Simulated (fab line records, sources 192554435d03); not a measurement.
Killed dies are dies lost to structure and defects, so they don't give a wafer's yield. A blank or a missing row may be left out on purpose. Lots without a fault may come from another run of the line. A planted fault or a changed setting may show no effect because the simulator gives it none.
Split-lot experiment | flow n5_finfet | 7 lots, 39 wafers read, on a route of 1938 steps

THE SPLIT
At N5_SD_EPI_N_EPI_21 (deposits Si:P, time 690 s), the setting pressure_torr was moved away from the recipe's 255 Torr on 30 of the 39 wafers read, by -10.9% to +17.9%. The other wafers ran this setting at the recipe's value.

FROM THE SPLIT TO THE READING: what the file shows between them, 6 steps
- N5_SD_EPI_N_PRECLEAN_24: cleans in O3/DIW, time 60 s
- N5_SD_EPI_P_ETCH_36: etches SiARC in CF4, target depth 45.5 nm, time 75.8 s (also split here: bias_w)
- N5_SD_EPI_P_ETCH_37: etches SOC in N2/H2, overetch 108 nm, time 486 s
- N5_SD_EPI_P_STRIP_38: strips in N2/H2
- N5_SD_ACTIVATION_RTA_00: time 0 s
- N5_SD_ACTIVATION_LSA_01: time 0.0008 s

THE READING
RS_SD_N, in ohm/sq, at N5_SD_ACTIVATION_RS_MEAS_03 (measures by four-point-probe). Fault-free wafers of this fab line usually give 21.87 ohm/sq, standard deviation 0.28 ohm/sq.

wafer  | tool, chamber at the split | pressure_torr as run, Torr | against the recipe | RS_SD_N, ohm/sq | against lot-mates on the recipe
L074.1 | epi_rpcvd-01, 0            | 271.3                      | +6.4%              | 21.40           | no lot-mate on the recipe
L074.2 | epi_rpcvd-01, 0            | 271.3                      | +6.4%              | 21.22           | no lot-mate on the recipe
L074.3 | epi_rpcvd-01, 0            | 271.3                      | +6.4%              | 21.39           | no lot-mate on the recipe
L074.4 | epi_rpcvd-01, 0            | 271.3                      | +6.4%              | 21.12           | no lot-mate on the recipe
L074.5 | epi_rpcvd-01, 0            | 271.3                      | +6.4%              | 21.50           | no lot-mate on the recipe
L074.6 | epi_rpcvd-01, 0            | 271.3                      | +6.4%              | 21.62           | no lot-mate on the recipe
L075.1 | epi_rpcvd-04, 0            | 228.9                      | -10.2%             | 23.36           | no lot-mate on the recipe
L075.2 | epi_rpcvd-04, 0            | 228.9                      | -10.2%             | 22.92           | no lot-mate on the recipe
L075.3 | epi_rpcvd-04, 0            | 228.9                      | -10.2%             | 23.74           | no lot-mate on the recipe
L075.4 | epi_rpcvd-04, 0            | 228.9                      | -10.2%             | 23.43           | no lot-mate on the recipe
L075.5 | epi_rpcvd-04, 0            | 228.9                      | -10.2%             | 22.86           | no lot-mate on the recipe
L075.6 | epi_rpcvd-04, 0            | 228.9                      | -10.2%             | 23.21           | no lot-mate on the recipe
L077.1 | epi_rpcvd-04, 0            | 255                        | recipe             | 22.14           | -
L077.2 | epi_rpcvd-04, 0            | 255                        | recipe             | 21.69           | -
L077.3 | epi_rpcvd-04, 0            | 255                        | recipe             | 21.54           | -
L077.4 | epi_rpcvd-04, 0            | 255                        | recipe             | 21.74           | -
L077.5 | epi_rpcvd-04, 0            | 255                        | recipe             | 21.92           | -
L077.6 | epi_rpcvd-04, 0            | 255                        | recipe             | 21.59           | -
L079.1 | epi_rpcvd-01, 0            | 227.1                      | -10.9%             | 22.87           | no lot-mate on the recipe
L079.2 | epi_rpcvd-01, 0            | 227.1                      | -10.9%             | 22.96           | no lot-mate on the recipe
L079.3 | epi_rpcvd-01, 0            | 227.1                      | -10.9%             | 22.94           | no lot-mate on the recipe
L079.4 | epi_rpcvd-01, 0            | 227.1                      | -10.9%             | 23.04           | no lot-mate on the recipe
L079.5 | epi_rpcvd-01, 0            | 227.1                      | -10.9%             | 22.73           | no lot-mate on the recipe
L079.6 | epi_rpcvd-01, 0            | 227.1                      | -10.9%             | 23.10           | no lot-mate on the recipe
L081.1 | epi_rpcvd-04, 0            | 282.5                      | +10.8%             | 20.95           | no lot-mate on the recipe
L081.2 | epi_rpcvd-04, 0            | 282.5                      | +10.8%             | 20.91           | no lot-mate on the recipe
L081.3 | epi_rpcvd-04, 0            | 282.5                      | +10.8%             | 20.92           | no lot-mate on the recipe
L081.4 | epi_rpcvd-04, 0            | 282.5                      | +10.8%             | 21.20           | no lot-mate on the recipe
L081.5 | epi_rpcvd-04, 0            | 282.5                      | +10.8%             | 21.10           | no lot-mate on the recipe
L081.6 | epi_rpcvd-04, 0            | 282.5                      | +10.8%             | 20.79           | no lot-mate on the recipe
L085.1 | epi_rpcvd-01, 0            | 255                        | recipe             | 22.04           | -
L085.2 | epi_rpcvd-01, 0            | 255                        | recipe             | 22.03           | -
L085.4 | epi_rpcvd-01, 0            | 255                        | recipe             | 21.99           | -
L089.1 | epi_rpcvd-04, 0            | 300.7                      | +17.9%             | 20.48           | no lot-mate on the recipe
L089.2 | epi_rpcvd-04, 0            | 300.7                      | +17.9%             | 20.19           | no lot-mate on the recipe
L089.3 | epi_rpcvd-04, 0            | 300.7                      | +17.9%             | 20.31           | no lot-mate on the recipe
L089.4 | epi_rpcvd-04, 0            | 300.7                      | +17.9%             | 20.22           | no lot-mate on the recipe
L089.5 | epi_rpcvd-04, 0            | 300.7                      | +17.9%             | 20.68           | no lot-mate on the recipe
L089.6 | epi_rpcvd-04, 0            | 300.7                      | +17.9%             | 20.28           | no lot-mate on the recipe

THE FIT
A straight line over all 39 wafers: RS_SD_N changes by -0.0961 ohm/sq for each +1% of pressure_torr; r = -0.97; the points scatter about the line by 0.24 ohm/sq.
Too few moved wafers have a lot-mate on the recipe to fit a line with each lot's own level taken away.

THE WHOLE CHAIN: every reading that the file lists as answering this split, in the file's order
step                        | what it does                 | reading                                                                         | change (the file's fit)               | r (the file's)
N5_SD_EPI_N_EPI_21          | deposits Si:P, time 690 s    | Si-P_of_SD_EPI_N_EPI_21.thk_nm (the simulator's own value, which no gauge read) | +0.218 nm for each +1% of the setting | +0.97
N5_SD_EPI_N_PRECLEAN_24     | cleans in O3/DIW, time 60 s  | Si-P_of_SD_EPI_N_EPI_21.thk_nm (the simulator's own value, which no gauge read) | +0.215 nm for each +1% of the setting | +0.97
N5_SD_ACTIVATION_RS_MEAS_03 | measures by four-point-probe | RS_SD_N                                                                         | -0.0961 for each +1% of the setting   | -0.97

THE FILE'S OWN FIT
RS_SD_N changes by -0.0961 ohm/sq for each +1% of pressure_torr, r = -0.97.
